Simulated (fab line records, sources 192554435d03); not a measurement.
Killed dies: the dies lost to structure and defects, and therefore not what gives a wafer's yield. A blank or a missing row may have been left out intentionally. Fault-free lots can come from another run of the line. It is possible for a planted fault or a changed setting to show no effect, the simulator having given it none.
The tool behind it: which one? :: flow n5_finfet :: 27 wafers from 9 lots sampled at 5 of the route's 1938 steps

== WHAT THE GAUGES READ, wafer by wafer ==
N5_BEOL_M12_RS_MEAS_54: measures by four-point-probe. Usual: M12_RS gives 0.0601 ohm/sq (standard deviation 0.0012).
lot: L589
measured: day 11 22:36
on: film_metro-02
M12_RS (ohm/sq): 0.0614 0.0620 0.0618
flag: 

lot: L590
measured: day 12 05:35
on: film_metro-01
M12_RS (ohm/sq): 0.0601 0.0612 0.0600
flag: 

lot: L595
measured: day 13 15:34
on: film_metro-02
M12_RS (ohm/sq): 0.0608 0.0624 0.0618
flag: 

lot: L597
measured: day 14 15:52
on: film_metro-02
M12_RS (ohm/sq): 0.0602 0.0605 0.0605
flag: 

lot: L602
measured: day 15 14:40
on: film_metro-01
M12_RS (ohm/sq): 0.0610 0.0623 0.0611
flag: 

lot: L606
measured: day 16 19:45
on: film_metro-01
M12_RS (ohm/sq): 0.0593 0.0599 0.0596
flag: 

lot: L605
measured: day 17 03:14
on: film_metro-02
M12_RS (ohm/sq): 0.0596 0.0599 0.0597
flag: 

lot: L608
measured: day 17 03:53
on: film_metro-02
M12_RS (ohm/sq): 0.0588 0.0591 0.0583
flag: 

lot: L607
measured: day 17 14:58
on: film_metro-01
M12_RS (ohm/sq): 0.0612 0.0598 0.0590
flag: 

N5_BEOL_M13_THK_MEAS_01. Usual: M13_ILD_THK gives 836 nm (standard deviation 10).
lot: L589
measured: day 11 22:49
on: film_metro-01
M13_ILD_THK (nm): 826 834 846
flag: 

lot: L590
measured: day 12 05:48
on: film_metro-01
M13_ILD_THK (nm): 837 830 841
flag: 

lot: L595
measured: day 13 15:47
on: film_metro-02
M13_ILD_THK (nm): 826 680 686
flag: OFF

lot: L597
measured: day 14 16:05
on: film_metro-02
M13_ILD_THK (nm): 684 817 690
flag: OFF

lot: L602
measured: day 15 14:52
on: film_metro-02
M13_ILD_THK (nm): 827 838 848
flag: 

lot: L606
measured: day 16 19:58
on: film_metro-02
M13_ILD_THK (nm): 837 841 852
flag: 

lot: L605
measured: day 17 03:27
on: film_metro-01
M13_ILD_THK (nm): 834 842 842
flag: 

lot: L608
measured: day 17 04:07
on: film_metro-01
M13_ILD_THK (nm): 829 821 839
flag: 

lot: L607
measured: day 17 15:14
on: film_metro-01
M13_ILD_THK (nm): 818 838 848
flag: 

== EACH LOT AND THE TOOL THAT RAN IT (in order: tool; ch and the chambers of the sampled wafers; start) ==
lot: L589
N5_BEOL_M12_ETCH_67: rie_diel-02 ch 0,2, day 11 15:44
N5_BEOL_M12_DEGAS_41: pvd_sputter-02, day 11 20:37
N5_BEOL_M13_ILD_DEP_00: pecvd-04 ch 0,1, day 11 22:40

lot: L590
N5_BEOL_M12_ETCH_67: rie_diel-04 ch 0,2,3, day 12 02:14
N5_BEOL_M12_DEGAS_41: pvd_sputter-02, day 12 04:22
N5_BEOL_M13_ILD_DEP_00: pecvd-02 ch 1,2, day 12 05:39

lot: L595
N5_BEOL_M12_ETCH_67: rie_diel-02 ch 0,3, day 13 12:26
N5_BEOL_M12_DEGAS_41: pvd_sputter-01, day 13 14:19
N5_BEOL_M13_ILD_DEP_00: pecvd-04 ch 0,1,2, day 13 15:38

lot: L597
N5_BEOL_M12_ETCH_67: rie_diel-05 ch 0,2,3, day 14 13:01
N5_BEOL_M12_DEGAS_41: pvd_sputter-03, day 14 14:11
N5_BEOL_M13_ILD_DEP_00: pecvd-04 ch 0,1,2, day 14 15:56

lot: L602
N5_BEOL_M12_ETCH_67: rie_diel-02 ch 0,1,3, day 15 11:47
N5_BEOL_M12_DEGAS_41: pvd_sputter-02, day 15 13:26
N5_BEOL_M13_ILD_DEP_00: pecvd-01 ch 0,1,2, day 15 14:43

lot: L606
N5_BEOL_M12_ETCH_67: rie_diel-05 ch 0,1, day 16 13:17
N5_BEOL_M12_DEGAS_41: pvd_sputter-02, day 16 18:32
N5_BEOL_M13_ILD_DEP_00: pecvd-02 ch 0,1,2, day 16 19:49

lot: L605
N5_BEOL_M12_ETCH_67: rie_diel-05 ch 1,2,3, day 16 21:49
N5_BEOL_M12_DEGAS_41: pvd_sputter-02, day 17 02:00
N5_BEOL_M13_ILD_DEP_00: pecvd-04 ch 0,1,2, day 17 03:18

lot: L608
N5_BEOL_M12_ETCH_67: rie_diel-04 ch 0,2, day 16 22:25
N5_BEOL_M12_DEGAS_41: pvd_sputter-02, day 17 02:40
N5_BEOL_M13_ILD_DEP_00: pecvd-04 ch 0,1,2, day 17 03:58

lot: L607
N5_BEOL_M12_ETCH_67: rie_diel-02 ch 0,1,2, day 17 11:19
N5_BEOL_M12_DEGAS_41: pvd_sputter-03, day 17 13:43
N5_BEOL_M13_ILD_DEP_00: pecvd-01 ch 0, day 17 15:01
- N5_BEOL_M12_ETCH_67: etches SiARC in CF4, target depth 143 nm, time 238.3 s.
- N5_BEOL_M12_DEGAS_41: time 60 s.
- N5_BEOL_M13_ILD_DEP_00: deposits SiOC from DEMS/O2, target thk 837.92 nm, time 166.4 s.

== WHAT THE TOOLS THEMSELVES READ (means of the sampled wafers that have a number; where no wafer has one, the mark that the record gives instead) ==
N5_BEOL_M12_ETCH_67. Usual: drypump_motor_current_A 5.7 A, standard deviation 0.41; etch_rf_on_time_s 238 s, standard deviation 4.4; oes_product_au 0.70 a.u., standard deviation 0.071; rf_vpp_V 184.0 V, standard deviation 1.3; showerhead_plenum_p_Torr 2.14 Torr, standard deviation 0.069; throttle_valve_pct 15.48 %, standard deviation 0.18.
lot: L589
tool: rie_diel-02
drypump_motor_current_A (A): 6.1
etch_rf_on_time_s (s): 239
oes_product_au (a.u.): 0.65
rf_vpp_V (V): 184.5
showerhead_plenum_p_Torr (Torr): 2.16
throttle_valve_pct (%): 15.48
flag: 

lot: L590
tool: rie_diel-04
drypump_motor_current_A (A): 5.8
etch_rf_on_time_s (s): 236
oes_product_au (a.u.): 0.73
rf_vpp_V (V): 183.7
showerhead_plenum_p_Torr (Torr): 2.13
throttle_valve_pct (%): 15.40
flag: 

lot: L595
tool: rie_diel-02
drypump_motor_current_A (A): 5.8
etch_rf_on_time_s (s): 239
oes_product_au (a.u.): 0.64
rf_vpp_V (V): 183.5
showerhead_plenum_p_Torr (Torr): 2.08
throttle_valve_pct (%): 15.55
flag: 

lot: L597
tool: rie_diel-05
drypump_motor_current_A (A): 5.8
etch_rf_on_time_s (s): 239
oes_product_au (a.u.): 0.72
rf_vpp_V (V): 184.5
showerhead_plenum_p_Torr (Torr): 2.18
throttle_valve_pct (%): 15.56
flag: 

lot: L602
tool: rie_diel-02
drypump_motor_current_A (A): 5.6
etch_rf_on_time_s (s): 243
oes_product_au (a.u.): 0.66
rf_vpp_V (V): 182.5
showerhead_plenum_p_Torr (Torr): 2.11
throttle_valve_pct (%): 15.52
flag: 

lot: L606
tool: rie_diel-05
drypump_motor_current_A (A): 5.8
etch_rf_on_time_s (s): 235
oes_product_au (a.u.): 0.69
rf_vpp_V (V): 183.8
showerhead_plenum_p_Torr (Torr): 2.06
throttle_valve_pct (%): 15.54
flag: 

lot: L605
tool: rie_diel-05
drypump_motor_current_A (A): 5.8
etch_rf_on_time_s (s): 238
oes_product_au (a.u.): 0.70
rf_vpp_V (V): 184.5
showerhead_plenum_p_Torr (Torr): 2.17
throttle_valve_pct (%): 15.66
flag: 

lot: L608
tool: rie_diel-04
drypump_motor_current_A (A): 5.5
etch_rf_on_time_s (s): 230
oes_product_au (a.u.): 0.75
rf_vpp_V (V): 183.5
showerhead_plenum_p_Torr (Torr): 2.09
throttle_valve_pct (%): 15.39
flag: 

lot: L607
tool: rie_diel-02
drypump_motor_current_A (A): 5.7
etch_rf_on_time_s (s): 235
oes_product_au (a.u.): 0.71
rf_vpp_V (V): 185.3
showerhead_plenum_p_Torr (Torr): 2.21
throttle_valve_pct (%): 15.43
flag: 

N5_BEOL_M12_DEGAS_41. Usual: heater_power_w 332 W, standard deviation 32.
lot: L589
tool: pvd_sputter-02
heater_power_w (W): 319
flag: 

lot: L590
tool: pvd_sputter-02
heater_power_w (W): 347
flag: 

lot: L595
tool: pvd_sputter-01
heater_power_w (W): 301
flag: 

lot: L597
tool: pvd_sputter-03
heater_power_w (W): 343
flag: 

lot: L602
tool: pvd_sputter-02
heater_power_w (W): 322
flag: 

lot: L606
tool: pvd_sputter-02
heater_power_w (W): 322
flag: 

lot: L605
tool: pvd_sputter-02
heater_power_w (W): 345
flag: 

lot: L608
tool: pvd_sputter-02
heater_power_w (W): 345
flag: 

lot: L607
tool: pvd_sputter-03
heater_power_w (W): 329
flag: 

N5_BEOL_M13_ILD_DEP_00. Usual: heater_power_w 479 W, standard deviation 85; showerhead_plenum_p_Torr 5.691 Torr, standard deviation 0.013; throttle_valve_pct 12.0 %, standard deviation 0.65.
lot: L589
tool: pecvd-04
heater_power_w (W): 488
showerhead_plenum_p_Torr (Torr): 5.686
throttle_valve_pct (%): 12.6
flag: 

lot: L590
tool: pecvd-02
heater_power_w (W): 616
showerhead_plenum_p_Torr (Torr): 5.688
throttle_valve_pct (%): 11.7
flag: 

lot: L595
tool: pecvd-04
heater_power_w (W): 446
showerhead_plenum_p_Torr (Torr): 5.690
throttle_valve_pct (%): 11.9
flag: 

lot: L597
tool: pecvd-04
heater_power_w (W): 445
showerhead_plenum_p_Torr (Torr): 5.695
throttle_valve_pct (%): 11.7
flag: 

lot: L602
tool: pecvd-01
heater_power_w (W): 486
showerhead_plenum_p_Torr (Torr): 5.691
throttle_valve_pct (%): 11.7
flag: 

lot: L606
tool: pecvd-02
heater_power_w (W): 581
showerhead_plenum_p_Torr (Torr): 5.698
throttle_valve_pct (%): 12.3
flag: 

lot: L605
tool: pecvd-04
heater_power_w (W): 468
showerhead_plenum_p_Torr (Torr): 5.691
throttle_valve_pct (%): 12.1
flag: 

lot: L608
tool: pecvd-04
heater_power_w (W): 451
showerhead_plenum_p_Torr (Torr): 5.691
throttle_valve_pct (%): 11.9
flag: 

lot: L607
tool: pecvd-01
heater_power_w (W): 462
showerhead_plenum_p_Torr (Torr): 5.693
throttle_valve_pct (%): 11.9
flag: 

== THE ANSWER, worked out from the rows above alone ==
Rule: lot off if the mean of its wafers having a number is beyond 3 standard deviations from the usual mean. Also off: a lot with no number at a reading for which 4 or more lots have one. All remaining lots with rows at the step are treated as sound. After the gauges, taken in route order, come the tools' own readings; for these a lot's mean is taken, as printed above. The first step at which some lot is off is used, and at that step the reading that is off furthest; a lot without a number counts as furthest.
Off: L595, L597, seen at N5_BEOL_M13_THK_MEAS_01 (M13_ILD_THK).
If a tool, at a process step before that reading, ran all the lots that are off and no sound lot after the first of them, it fits. The gauges at N5_BEOL_M13_THK_MEAS_01 are tried like those tools. No candidate that was tried fits.

== WHAT HAD BEEN PUT IN BY THE SIMULATOR ==
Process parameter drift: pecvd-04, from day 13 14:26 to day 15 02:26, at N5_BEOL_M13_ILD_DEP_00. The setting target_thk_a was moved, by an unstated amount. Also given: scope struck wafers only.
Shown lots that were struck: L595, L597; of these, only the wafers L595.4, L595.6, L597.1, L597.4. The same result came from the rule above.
